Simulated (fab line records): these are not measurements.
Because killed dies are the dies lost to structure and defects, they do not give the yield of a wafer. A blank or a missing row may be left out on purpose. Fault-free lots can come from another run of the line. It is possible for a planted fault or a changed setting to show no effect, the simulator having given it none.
Problem report, 8D (eight disciplines) form, completed by code    flow n5_finfet    the parts of the form that need people (team, actions taken, sign-off) are left out

1. WHAT WENT WRONG
Mean of killed_at_M0_to_M3 at N5_PASSIVATION_PROBE_49: 148 across 2 wafers in 2 lots; on wafers with no fault it is 37 (standard deviation 12). Relative to the usual mean, that is a shift of +9.2 standard deviations.
First observed at day 17 06:25: wafer L755.2, on prober-01. The record has a number at this step for 6 wafers belonging to 2 lots. Rule for "out" (also "out of limits"): further than 4 standard deviations from the usual mean. The other wafers with a number count as sound.

2. WHAT THIS IS AND IS NOT
question                     is                                                                                                       is not
which readings at this step  killed_at_M0_to_M3, defect_limited_yield, killed_dies, sort_bin_5_function, sort_n_pass, sort_yield_pct  killed_at_M4_up, killed_at_contacts, killed_at_front_end, killed_at_other, killed_on_rim, killed_open, killed_short, sort_bin_4_leakage, sort_bin_6_memory
which lots                   L755, L757                                                                                               -
which wafers of those lots   L755.2, L757.3                                                                                           L755.1, L755.5, L757.4, L757.5
read on which tools          prober-01, prober-02                                                                                     -
when                         from day 17 06:25                                                                                        up to then (1 sound wafer); but 3 sound wafers of L755, L757 came after

3. THE SUSPECTS, EACH WITH WHAT RULES IT OUT
Counting: if a tool at a process step up to the reading ran every lot that is out, it stays a suspect. Sound lots after the first of them don't rule it out here, since some wafers of a struck lot are sound.
- rie_diel-05 at N5_BEOL_M0_ETCH_109 (etches SiCN in CH3F/O2, target depth 8 nm, overetch 2.4 nm, time 27.4 s): kept. It ran every lot that is out, first L755 (day 9 17:32).
- rie_diel-05, N5_BEOL_M0_ETCH_109: wafers that are out in chamber 2, sound lot-mates in chambers 0, 1, 3.
Remaining after the count: rie_diel-05 at N5_BEOL_M0_ETCH_109.

4. THE CAUSE (what the simulator had put in)
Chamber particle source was rie_diel-05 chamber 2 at N5_BEOL_M0_ETCH_109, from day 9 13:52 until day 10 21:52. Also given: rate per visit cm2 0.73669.
Only this tool survived the counting.

5. SEQUENCE OF EFFECTS, ordered by route
Rows list readings where the struck wafers' mean (over those with a number) sits beyond 3 standard deviations from the usual. Only readings for which the record gives a usual standard deviation are gone through. hours: the time from each lot's start at the first step in this table that gives one to its start at this step, as a median over the lots. sigmas: the change in usual standard deviations.
hours  step                     reading               usual   on struck wafers  change  sigmas
0      N5_PASSIVATION_PROBE_49  defect_limited_yield  91.0 %  82.2              -8.8    -5.9
0      N5_PASSIVATION_PROBE_49  killed_at_M0_to_M3    37      148               +110    +9.2
0      N5_PASSIVATION_PROBE_49  killed_dies           106     210               +104    +6.1
0      N5_PASSIVATION_PROBE_49  sort_bin_5_function   5.3 %   11.7              +6.4    +6.4
0      N5_PASSIVATION_PROBE_49  sort_n_pass           1074    970               -104    -6.1
0      N5_PASSIVATION_PROBE_49  sort_yield_pct        91.0 %  82.2              -8.8    -5.9
Here are the process steps it includes:
- N5_PASSIVATION_PROBE_49

6. WHAT WOULD HAVE CAUGHT IT SOONER
The fault began at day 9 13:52; the first out-of-limits reading in this record came at day 17 06:25, 185 hours later.
No tool reading at N5_BEOL_M0_ETCH_109 that has a usual standard deviation in the record was out on any struck wafer, so an alarm limit of 4 standard deviations on those readings would not have fired.
All the lots that are out (2) had begun N5_BEOL_M0_ETCH_109 on rie_diel-05 by day 17 06:25. Holding the tool at that point would not have protected any of them.
